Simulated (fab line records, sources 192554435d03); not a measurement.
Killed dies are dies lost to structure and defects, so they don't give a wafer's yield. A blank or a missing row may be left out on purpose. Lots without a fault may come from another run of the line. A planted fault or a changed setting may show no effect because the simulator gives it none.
One fault seen from 2 desks | flow n5_finfet | each desk has only its own numbers; what lay behind them comes last

THE TOOL OWNER'S DESK: pvd_sputter-01
The tool's own readings at N5_BEOL_M9_SPUTTER_48 (material Cu, target thk 12 nm, time 2 s): means of the sampled wafers that have a number, for each lot that ran on this tool. A lot is out of limits, marked OUT, if its mean lies more than 4 standard deviations from the usual mean; the brackets give that distance.
Columns: A = bias_v at N5_BEOL_M9_SPUTTER_48, usual 60.1 V; B = cathode_dc_power_W at N5_BEOL_M9_SPUTTER_48, usual 26000 W; C = chuck_sensor_temp_C at N5_BEOL_M9_SPUTTER_48, usual -16.1 C; D = throttle_valve_pct at N5_BEOL_M9_SPUTTER_48, usual 30.0 %
lot  | first seen here | A    | B     | C     | D
L667 | day 11 05:32    | 60.3 | 26000 | -16.0 | 29.4
L671 | day 11 12:28    | 60.1 | 26003 | -16.0 | 29.1
L686 | day 17 01:56    | 60.5 | 26001 | -15.8 | 29.9
This desk's finding: nothing out of limits on any of the 3 lots.

THE METROLOGY DESK
What the gauges read, lot by lot, whatever tool the lot ran on: means of the sampled wafers that have a number. A lot is out of limits, marked OUT, if its mean lies more than 4 standard deviations from the usual mean; the brackets give that distance. Of its 10 readings 7 are shown: those that lie furthest out on some lot.
Columns: A = DIBL_N at N5_BEOL_M4_RC_MEAS_101, usual 36.6 mV/V; B = DIBL_P at N5_BEOL_M4_RC_MEAS_101, usual 36.5 mV/V; C = IOFF_N at N5_BEOL_M4_RC_MEAS_101, usual 0.17 nA/um; D = IOFF_P at N5_BEOL_M4_RC_MEAS_101, usual 0.22 nA/um; E = SS_P at N5_BEOL_M4_RC_MEAS_101, usual 73.4 mV/dec; F = VT_N at N5_BEOL_M4_RC_MEAS_101, usual 249 mV; G = VT_P at N5_BEOL_M4_RC_MEAS_101, usual -250 mV
lot  | first seen here | A    | B    | C    | D    | E    | F   | G
L667 | day 9 08:06     | 35.5 | 34.4 | 0.17 | 0.25 | 73.0 | 249 | -245
L670 | day 9 16:56     | 40.6 | 41.2 | 0.24 | 0.27 | 74.6 | 246 | -249
L671 | day 9 17:14     | 33.4 | 34.6 | 0.11 | 0.17 | 72.9 | 255 | -253
L673 | day 10 02:13    | 36.6 | 37.2 | 0.17 | 0.25 | 73.9 | 248 | -246
L676 | day 11 10:14    | 35.5 | 34.4 | 0.15 | 0.19 | 72.5 | 250 | -247
L680 | day 12 10:00    | 37.3 | 38.1 | 0.17 | 0.22 | 73.3 | 248 | -249
L681 | day 12 11:46    | 37.0 | 36.6 | 0.19 | 0.21 | 73.4 | 246 | -251
L684 | day 12 20:22    | 36.2 | 36.3 | 0.17 | 0.20 | 73.7 | 249 | -254
L687 | day 14 08:18    | 37.1 | 35.0 | 0.16 | 0.19 | 73.5 | 249 | -252
L686 | day 15 04:58    | 34.3 | 32.5 | 0.11 | 0.14 | 72.2 | 256 | -255
This desk's finding: nothing out of limits on any of the 10 lots.

PUT TOGETHER
The tool owner's desk saw nothing out of limits.
The metrology desk saw nothing out of limits.

WHAT THE SIMULATOR HAD PUT IN
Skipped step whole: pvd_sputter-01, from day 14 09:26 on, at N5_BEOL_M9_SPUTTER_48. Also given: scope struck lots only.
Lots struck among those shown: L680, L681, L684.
